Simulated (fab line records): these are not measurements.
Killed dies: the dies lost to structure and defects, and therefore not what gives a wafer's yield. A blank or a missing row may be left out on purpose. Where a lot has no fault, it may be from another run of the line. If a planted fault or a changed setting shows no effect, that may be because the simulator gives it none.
Which tool was responsible? + flow n5Finfet + 22 lots with 66 wafers sampled at 5 steps, on a route of 1938 steps

WHAT THE GAUGES READ, wafer by wafer
N5_BEOL_M7_RS_MEAS_57: a four-point-probe measurement.
| lot  | measured     | on           | M7_RS (ohm/sq)    |
|------|--------------|--------------|-------------------|
| L074 | day 10 05:03 | filmMetro-02 | 0.306 0.276 0.280 |
| L075 | day 10 07:39 | filmMetro-02 | 0.282 0.304 0.279 |
| L078 | day 12 08:13 | filmMetro-01 | 0.292 0.298 0.289 |
| L077 | day 12 09:59 | filmMetro-02 | 0.281 0.282 0.303 |
| L079 | day 13 01:41 | filmMetro-02 | 0.285 0.294 0.289 |
| L080 | day 13 05:23 | filmMetro-02 | 0.271 0.288 0.295 |
| L081 | day 13 12:14 | filmMetro-02 | 0.279 0.279 0.277 |
| L082 | day 13 18:15 | filmMetro-02 | 0.307 0.275 0.289 |
| L083 | day 14 06:37 | filmMetro-02 | 0.290 0.274 0.281 |
| L084 | day 14 14:34 | filmMetro-01 | 0.297 0.278 0.277 |
| L085 | day 14 16:23 | filmMetro-02 | 0.285 0.277 0.276 |
| L087 | day 14 18:55 | filmMetro-02 | 0.289 0.291 0.281 |
| L086 | day 14 19:31 | filmMetro-02 | 0.295 0.296 0.279 |
| L076 | day 15 03:55 | filmMetro-02 | 0.285 0.284 0.299 |
| L089 | day 15 04:10 | filmMetro-02 | 0.282 0.285 0.293 |
| L090 | day 15 11:54 | filmMetro-02 | 0.299 0.284 0.275 |
| L091 | day 16 02:04 | filmMetro-01 | 0.293 0.277 0.269 |
| L088 | day 16 08:13 | filmMetro-02 | 0.263 0.264 0.289 |
| L094 | day 16 11:46 | filmMetro-02 | 0.286 0.274 0.276 |
| L093 | day 16 15:28 | filmMetro-01 | 0.284 0.280 0.287 |
| L095 | day 16 17:20 | filmMetro-02 | 0.291 0.308 0.278 |
| L096 | day 16 20:43 | filmMetro-01 | 0.276 0.265 0.256 |

N5_BEOL_M9_CD_MEAS_18: pitch 140 nm, target cd 70 nm.
| lot  | measured     | on       | cdNm (nm)      |
|------|--------------|----------|----------------|
| L074 | day 10 17:41 | cdSem-01 | 70.6 69.6 70.2 |
| L075 | day 10 17:42 | cdSem-03 | 70.6 70.4 71.1 |
| L078 | day 12 19:00 | cdSem-01 | 68.3 70.3 69.9 |
| L077 | day 12 21:43 | cdSem-01 | 68.8 70.2 69.4 |
| L079 | day 13 15:34 | cdSem-01 | 69.5 70.4 71.2 |
| L080 | day 13 16:00 | cdSem-03 | 70.2 70.9 70.4 |
| L081 | day 14 05:14 | cdSem-02 | 70.8 70.4 70.1 |
| L082 | day 14 08:54 | cdSem-02 | 69.2 70.6 69.1 |
| L083 | day 14 18:37 | cdSem-03 | 69.8 71.5 71.0 |
| L084 | day 15 05:49 | cdSem-02 | 70.2 69.7 69.4 |
| L085 | day 15 05:51 | cdSem-03 | 70.4 70.3 69.8 |
| L087 | day 15 08:32 | cdSem-02 | 70.7 69.6 70.6 |
| L086 | day 15 08:52 | cdSem-02 | 70.4 70.5 70.4 |
| L076 | day 15 18:44 | cdSem-02 | 69.8 69.8 69.9 |
| L089 | day 15 18:54 | cdSem-01 | 70.3 69.3 69.7 |
| L090 | day 16 02:02 | cdSem-03 | 70.5 70.7 68.9 |
| L091 | day 16 15:34 | cdSem-01 | 71.4 70.0 70.3 |
| L088 | day 16 20:08 | cdSem-02 | 70.2 70.3 70.9 |
| L094 | day 17 01:09 | cdSem-03 | 69.7 70.5 69.3 |
| L093 | day 17 01:14 | cdSem-02 | 70.0 69.3 70.1 |
| L095 | day 17 05:11 | cdSem-03 | 70.0 69.9 70.6 |
| L096 | day 17 06:27 | cdSem-03 | 70.7 70.5 70.8 |

EACH LOT AND THE TOOL THAT RAN IT (in order: tool; ch and the chambers of the sampled wafers; start)
| lot  | N5_BEOL_M8_ETCH_72                | N5_BEOL_M8_STRIP_36               | N5_BEOL_M9_ETCH_62                |
|------|-----------------------------------|-----------------------------------|-----------------------------------|
| L074 | rieDiel-03 ch 0,1,2, day 10 10:06 | rieDiel-03 ch 0,1,2, day 10 10:18 | rieDiel-06 ch 0,3, day 10 17:13   |
| L075 | rieDiel-03 ch 0,1,2, day 10 13:08 | rieDiel-03 ch 0,1,2, day 10 13:20 | rieDiel-02 ch 1,2,3, day 10 17:16 |
| L078 | rieDiel-03 ch 0,3, day 12 11:31   | rieDiel-03 ch 0,2, day 12 11:43   | rieDiel-06 ch 0,1,2, day 12 18:37 |
| L077 | rieDiel-01 ch 1,2, day 12 16:20   | rieDiel-01 ch 1,2, day 12 16:32   | rieDiel-04 ch 0,2,3, day 12 21:25 |
| L079 | rieDiel-03 ch 0,1,2, day 13 07:11 | rieDiel-03 ch 0,1,2, day 13 07:23 | rieDiel-06 ch 0,1,2, day 13 15:10 |
| L080 | rieDiel-01 ch 0,1,2, day 13 10:49 | rieDiel-01 ch 0,1,2, day 13 11:00 | rieDiel-04 ch 0,1, day 13 15:38   |
| L081 | rieDiel-03 ch 0,1,3, day 13 17:35 | rieDiel-03 ch 0,1,3, day 13 17:47 | rieDiel-06 ch 0,2,3, day 14 04:46 |
| L082 | rieDiel-01 ch 0,1,2, day 14 02:28 | rieDiel-01 ch 0,1,2, day 14 02:40 | rieDiel-06 ch 0,1,2, day 14 08:22 |
| L083 | rieDiel-01 ch 0,2, day 14 09:46   | rieDiel-01 ch 0,2, day 14 09:58   | rieDiel-06 ch 0,1, day 14 18:07   |
| L084 | rieDiel-05 ch 0,2,3, day 14 21:05 | rieDiel-05 ch 0,2,3, day 14 21:17 | rieDiel-06 ch 0,1,3, day 15 04:55 |
| L085 | rieDiel-01 ch 0,1, day 14 21:13   | rieDiel-01 ch 0,1, day 14 21:24   | rieDiel-06 ch 1,3, day 15 05:22   |
| L087 | rieDiel-05 ch 2,3, day 14 22:59   | rieDiel-05 ch 2,3, day 14 23:11   | rieDiel-06 ch 0,3, day 15 08:10   |
| L086 | rieDiel-01 ch 0,1,3, day 14 23:25 | rieDiel-01 ch 0,1,3, day 14 23:37 | rieDiel-04 ch 0,1, day 15 08:24   |
| L076 | rieDiel-05 ch 0,1,2, day 15 10:10 | rieDiel-05 ch 0,1,2, day 15 10:22 | rieDiel-04 ch 0,1,3, day 15 18:22 |
| L089 | rieDiel-03 ch 2,3, day 15 10:13   | rieDiel-03 ch 2,3, day 15 10:25   | rieDiel-02 ch 0,3, day 15 18:32   |
| L090 | rieDiel-05 ch 0,1,2, day 15 19:51 | rieDiel-05 ch 0,1,2, day 15 20:03 | rieDiel-02 ch 0,1,3, day 16 01:40 |
| L091 | rieDiel-05 ch 0,1, day 16 06:40   | rieDiel-05 ch 0,1, day 16 06:52   | rieDiel-04 ch 1,2, day 16 15:02   |
| L088 | rieDiel-03 ch 0,1, day 16 14:09   | rieDiel-03 ch 0,1, day 16 14:21   | rieDiel-02 ch 0,1,2, day 16 19:45 |
| L094 | rieDiel-01 ch 1,2,3, day 16 18:19 | rieDiel-01 ch 1,2,3, day 16 18:31 | rieDiel-02 ch 0,1,3, day 17 00:31 |
| L093 | rieDiel-05 ch 0,1, day 16 18:26   | rieDiel-05 ch 0,1, day 16 18:38   | rieDiel-04 ch 0,2,3, day 17 00:50 |
| L095 | rieDiel-05 ch 0,1,3, day 16 20:41 | rieDiel-05 ch 0,1,3, day 16 20:53 | rieDiel-06 ch 0,3, day 17 04:43   |
| L096 | rieDiel-05 ch 0,1,3, day 16 23:35 | rieDiel-05 ch 0,1,3, day 16 23:47 | rieDiel-04 ch 0,1, day 17 05:58   |
- N5_BEOL_M8_ETCH_72: etches underlayer in N2/H2, target depth 6.5 nm, time 5.2 s.
- N5_BEOL_M8_STRIP_36: strips in N2/H2.
- N5_BEOL_M9_ETCH_62: etches SOC in N2/H2, target depth 110 nm, overetch 22 nm, time 165 s.

WHAT THE TOOLS THEMSELVES READ (means of the sampled wafers that have a number; where no wafer has one, the mark that the record gives instead)
N5_BEOL_M8_ETCH_72.
| lot  | tool       | drypumpMotorCurrentA (A) | etchRfOnTimeS (s) | oesProductAu (a.u.) | rfVppV (V) | showerheadPlenumPTorr (Torr) | throttleValvePct (%) |
|------|------------|--------------------------|-------------------|---------------------|------------|------------------------------|----------------------|
| L074 | rieDiel-03 | 6.4                      | 5.22              | 0.71                | 522.6      | 2.54                         | 17.85                |
| L075 | rieDiel-03 | 6.4                      | 5.23              | 0.70                | 523.7      | 2.54                         | 17.86                |
| L078 | rieDiel-03 | 5.7                      | 5.17              | 0.77                | 525.1      | 2.56                         | 18.01                |
| L077 | rieDiel-01 | 6.1                      | 5.14              | 0.66                | 523.8      | 2.52                         | 17.79                |
| L079 | rieDiel-03 | 6.4                      | 5.19              | 0.69                | 524.1      | 2.53                         | 17.89                |
| L080 | rieDiel-01 | 6.0                      | 5.23              | 0.63                | 522.7      | 2.50                         | 17.87                |
| L081 | rieDiel-03 | 6.0                      | 5.22              | 0.72                | 524.0      | 2.55                         | 17.92                |
| L082 | rieDiel-01 | 6.0                      | 5.24              | 0.62                | 523.4      | 2.50                         | 17.86                |
| L083 | rieDiel-01 | 6.0                      | 5.34              | 0.62                | 522.5      | 2.48                         | 17.94                |
| L084 | rieDiel-05 | 5.5                      | 5.11              | 0.68                | 525.2      | 2.55                         | 17.76                |
| L085 | rieDiel-01 | 6.4                      | 5.12              | 0.65                | 521.9      | 2.46                         | 17.79                |
| L087 | rieDiel-05 | 5.6                      | 5.05              | 0.66                | 524.8      | 2.57                         | 17.88                |
| L086 | rieDiel-01 | 5.9                      | 5.27              | 0.63                | 519.4      | 2.40                         | 17.75                |
| L076 | rieDiel-05 | 5.7                      | 5.13              | 0.68                | 523.0      | 2.55                         | 17.83                |
| L089 | rieDiel-03 | 6.0                      | 5.17              | 0.74                | 526.1      | 2.59                         | 18.00                |
| L090 | rieDiel-05 | 5.7                      | 5.19              | 0.66                | 524.1      | 2.55                         | 17.84                |
| L091 | rieDiel-05 | 5.9                      | 5.21              | 0.70                | 523.6      | 2.49                         | 17.70                |
| L088 | rieDiel-03 | 6.3                      | 5.27              | 0.67                | 524.1      | 2.53                         | 17.83                |
| L094 | rieDiel-01 | 5.7                      | 5.08              | 0.69                | 521.6      | 2.45                         | 17.69                |
| L093 | rieDiel-05 | 5.6                      | 5.23              | 0.68                | 524.3      | 2.52                         | 17.77                |
| L095 | rieDiel-05 | 5.7                      | 5.18              | 0.69                | 523.6      | 2.49                         | 17.64                |
| L096 | rieDiel-05 | 5.7                      | 5.21              | 0.69                | 523.7      | 2.49                         | 17.66                |

N5_BEOL_M8_STRIP_36.
| lot  | tool       | drypumpMotorCurrentA (A) | oesProductAu (a.u.) | rfVppV (V) | showerheadPlenumPTorr (Torr) | throttleValvePct (%) |
|------|------------|--------------------------|---------------------|------------|------------------------------|----------------------|
| L074 | rieDiel-03 | 6.4                      | 0.82                | 58.5       | 2.54                         | 23.67                |
| L075 | rieDiel-03 | 6.4                      | 0.83                | 59.9       | 2.54                         | 23.67                |
| L078 | rieDiel-03 | 6.2                      | 0.80                | 58.9       | 2.49                         | 23.93                |
| L077 | rieDiel-01 | 6.1                      | 0.77                | 59.1       | 2.52                         | 23.56                |
| L079 | rieDiel-03 | 6.4                      | 0.81                | 59.5       | 2.53                         | 23.72                |
| L080 | rieDiel-01 | 6.0                      | 0.74                | 58.6       | 2.50                         | 23.61                |
| L081 | rieDiel-03 | 6.0                      | 0.84                | 60.6       | 2.54                         | 23.77                |
| L082 | rieDiel-01 | 6.1                      | 0.74                | 58.9       | 2.50                         | 23.60                |
| L083 | rieDiel-01 | 6.0                      | 0.72                | 58.3       | 2.47                         | 23.66                |
| L084 | rieDiel-05 | 5.5                      | 0.78                | 60.6       | 2.55                         | 23.51                |
| L085 | rieDiel-01 | 6.4                      | 0.77                | 59.4       | 2.45                         | 23.56                |
| L087 | rieDiel-05 | 5.6                      | 0.76                | 59.5       | 2.57                         | 23.57                |
| L086 | rieDiel-01 | 5.9                      | 0.74                | 58.1       | 2.39                         | 23.42                |
| L076 | rieDiel-05 | 5.7                      | 0.79                | 59.8       | 2.54                         | 23.57                |
| L089 | rieDiel-03 | 6.0                      | 0.87                | 58.7       | 2.59                         | 23.80                |
| L090 | rieDiel-05 | 5.7                      | 0.78                | 58.7       | 2.54                         | 23.58                |
| L091 | rieDiel-05 | 5.9                      | 0.84                | 58.1       | 2.48                         | 23.42                |
| L088 | rieDiel-03 | 6.3                      | 0.77                | 60.0       | 2.52                         | 23.66                |
| L094 | rieDiel-01 | 5.7                      | 0.81                | 58.0       | 2.45                         | 23.43                |
| L093 | rieDiel-05 | 5.7                      | 0.80                | 60.2       | 2.52                         | 23.52                |
| L095 | rieDiel-05 | 5.7                      | 0.80                | 58.3       | 2.48                         | 23.37                |
| L096 | rieDiel-05 | 5.7                      | 0.81                | 59.1       | 2.48                         | 23.38                |

N5_BEOL_M9_ETCH_62.
| lot  | tool       | drypumpMotorCurrentA (A) | oesProductAu (a.u.) | rfVppV (V) | showerheadPlenumPTorr (Torr) | throttleValvePct (%) |
|------|------------|--------------------------|---------------------|------------|------------------------------|----------------------|
| L074 | rieDiel-06 | 5.2                      | 0.65                | 520.2      | 2.45                         | 17.93                |
| L075 | rieDiel-02 | 5.7                      | 0.60                | 522.0      | 2.48                         | 17.88                |
| L078 | rieDiel-06 | 5.2                      | 0.63                | 521.8      | 2.50                         | 17.75                |
| L077 | rieDiel-04 | 5.6                      | 0.64                | 523.5      | 2.55                         | 17.95                |
| L079 | rieDiel-06 | 5.3                      | 0.63                | 523.6      | 2.50                         | 17.77                |
| L080 | rieDiel-04 | 6.0                      | 0.75                | 524.3      | 2.57                         | 17.65                |
| L081 | rieDiel-06 | 5.2                      | 0.63                | 522.6      | 2.51                         | 17.94                |
| L082 | rieDiel-06 | 5.3                      | 0.62                | 522.3      | 2.50                         | 17.79                |
| L083 | rieDiel-06 | 5.2                      | 0.67                | 521.0      | 2.45                         | 17.66                |
| L084 | rieDiel-06 | 5.3                      | 0.63                | 520.2      | 2.42                         | 17.85                |
| L085 | rieDiel-06 | 5.6                      | 0.60                | 519.8      | 2.40                         | 17.87                |
| L087 | rieDiel-06 | 5.1                      | 0.66                | 521.2      | 2.45                         | 17.83                |
| L086 | rieDiel-04 | 6.0                      | 0.74                | 523.4      | 2.56                         | 17.69                |
| L076 | rieDiel-04 | 5.9                      | 0.76                | 523.4      | 2.56                         | 17.68                |
| L089 | rieDiel-02 | 5.6                      | 0.65                | 524.2      | 2.53                         | 18.01                |
| L090 | rieDiel-02 | 5.7                      | 0.65                | 522.2      | 2.50                         | 17.86                |
| L091 | rieDiel-04 | 5.9                      | 0.70                | 527.7      | 2.69                         | 17.90                |
| L088 | rieDiel-02 | 5.6                      | 0.71                | 522.4      | 2.50                         | 17.60                |
| L094 | rieDiel-02 | 5.7                      | 0.73                | 523.2      | 2.50                         | 17.71                |
| L093 | rieDiel-04 | 5.6                      | 0.69                | 523.7      | 2.53                         | 17.84                |
| L095 | rieDiel-06 | 5.1                      | 0.65                | 521.2      | 2.45                         | 17.84                |
| L096 | rieDiel-04 | 6.1                      | 0.73                | 526.1      | 2.63                         | 17.74                |

THE ANSWER, worked out from the rows above alone
Rule: the lots themselves supply what counts as usual. The widest of any qualifying gaps counts: lots, ordered by their means at a reading, are off when they make up no more than a third of the lots, leave a main group of 4 or more, and stand apart from it by 3 or more times the standard deviation of that group's means. Not used: any main group whose means are identical at the precision the tables above print for the reading. A lot without any number at a reading at which 4 lots or more have one is off too. All remaining lots with rows at the step are treated as sound. First the gauges in route order, then the tools' own readings, where a lot's mean is used as printed above. At the first step where some lot is off, the reading lying furthest off is the one used; lots without a number count as furthest.
Across all readings shown, no lot is off: no conclusion can be drawn from this.

WHAT THE SIMULATOR HAD INSERTED
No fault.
